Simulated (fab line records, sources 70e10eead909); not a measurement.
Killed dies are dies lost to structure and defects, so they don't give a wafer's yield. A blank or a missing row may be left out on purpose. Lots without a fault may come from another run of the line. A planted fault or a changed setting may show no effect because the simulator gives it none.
Tool commonality check | flow nand_harc | 12 lots, 42 wafers sampled

WHY IT WAS OPENED
At NHARC_P_ZERO_WELL_CD_MEAS_37 the reading cd_nm is flagged on 2 of 12 lots. Wafers without a fault read 718.4 nm, standard deviation 1.8.
Rule: a lot is flagged when every wafer of it that has a number lies more than 4 standard deviations from that mean, or none has a number. The other lots count as sound.

lot  | measured     | on        | cd_nm (nm), wafer by wafer          | flag
L880 | day 2 00:05  | cd_sem-01 | 720.2 716.2 717.7                   |
L881 | day 2 09:59  | cd_sem-01 | 718.6 716.9 718.3                   |
L883 | day 3 06:07  | cd_sem-02 | 720.2 717.3 718.8                   |
L884 | day 3 16:19  | cd_sem-01 | 720.7 720.6 719.0                   |
L885 | day 4 02:29  | cd_sem-01 | 720.2 721.6 719.5                   |
L886 | day 4 12:15  | cd_sem-01 | 718.1 718.3 719.0                   |
L894 | day 7 20:07  | cd_sem-02 | 709.2 703.8 705.8 709.1 703.8 705.5 | FLAGGED
L895 | day 8 06:07  | cd_sem-01 | 703.8 705.8 708.8 703.7 705.9 708.7 | FLAGGED
L897 | day 9 02:07  | cd_sem-03 | 720.6 719.3 720.3                   |
L899 | day 9 22:05  | cd_sem-01 | 717.3 717.6 719.2                   |
L902 | day 11 04:05 | cd_sem-03 | 722.7 718.1 719.1                   |
L903 | day 11 14:06 | cd_sem-02 | 719.4 717.6 716.2                   |
The numbers of the flagged lots are 706.2 nm on average: -12.2 nm against the usual, or -7 standard deviations.

WHICH TOOL RAN EACH LOT
The record holds 1 process step before the reading, out of a route of 1302 steps. In each cell: the tool, then ch and the chambers that the sampled wafers went through, then the start.
lot  | flag    | NHARC_P_ZERO_WELL_PEB_35
L880 |         | litho_track-05 ch 0, day 1 23:59
L881 |         | litho_track-05 ch 0, day 2 09:53
L883 |         | litho_track-03 ch 0, day 3 06:02
L884 |         | litho_track-03 ch 0, day 3 16:14
L885 |         | litho_track-07 ch 0, day 4 02:23
L886 |         | litho_track-03 ch 0, day 4 12:10
L894 | FLAGGED | litho_track-07 ch 0, day 7 20:01
L895 | FLAGGED | litho_track-07 ch 0, day 8 06:01
L897 |         | litho_track-05 ch 0, day 9 02:01
L899 |         | litho_track-03 ch 0, day 9 22:00
L902 |         | litho_track-05 ch 0, day 11 04:00
L903 |         | litho_track-05 ch 0, day 11 14:01
What these steps do:
- NHARC_P_ZERO_WELL_PEB_35: peb time 85 s.
- NHARC_P_ZERO_WELL_CD_MEAS_37: target cd 720 nm.

FLAGGED OVER TOTAL, TOOL BY TOOL (the gauges that took the reading come last)
step                         | tool           | lots run | flagged | share of the flagged lots | sound lots run after its first flagged lot
NHARC_P_ZERO_WELL_PEB_35     | litho_track-03 | 4        | 0       | none                      | -
NHARC_P_ZERO_WELL_PEB_35     | litho_track-05 | 5        | 0       | none                      | -
NHARC_P_ZERO_WELL_PEB_35     | litho_track-07 | 3        | 2       | all                       | 0
NHARC_P_ZERO_WELL_CD_MEAS_37 | cd_sem-01      | 7        | 1       | some                      | 1 (L899)
NHARC_P_ZERO_WELL_CD_MEAS_37 | cd_sem-02      | 3        | 1       | some                      | 1 (L903)
NHARC_P_ZERO_WELL_CD_MEAS_37 | cd_sem-03      | 2        | 0       | none                      | -

WHAT THE TABLE ALLOWS
1 row of the table ran every flagged lot: litho_track-07 at NHARC_P_ZERO_WELL_PEB_35.
- litho_track-07 at NHARC_P_ZERO_WELL_PEB_35: 2 of its 3 lots flagged. Its last sound lot is L885 (day 4 02:23), its first flagged lot L894 (day 7 20:01): a fault that began between those two fits. Its own readings lie more than 4 standard deviations out on every wafer of the flagged lots: heater_power_total_W, plate_temp_C.
One tool is left: litho_track-07 at NHARC_P_ZERO_WELL_PEB_35.

WHAT THE SIMULATOR HAD PUT IN
Process parameter drift: litho_track-07, from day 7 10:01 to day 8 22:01, at NHARC_P_ZERO_WELL_PEB_35. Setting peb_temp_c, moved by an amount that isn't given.
Lots struck among those shown: L894, L895. The rule above found the same.
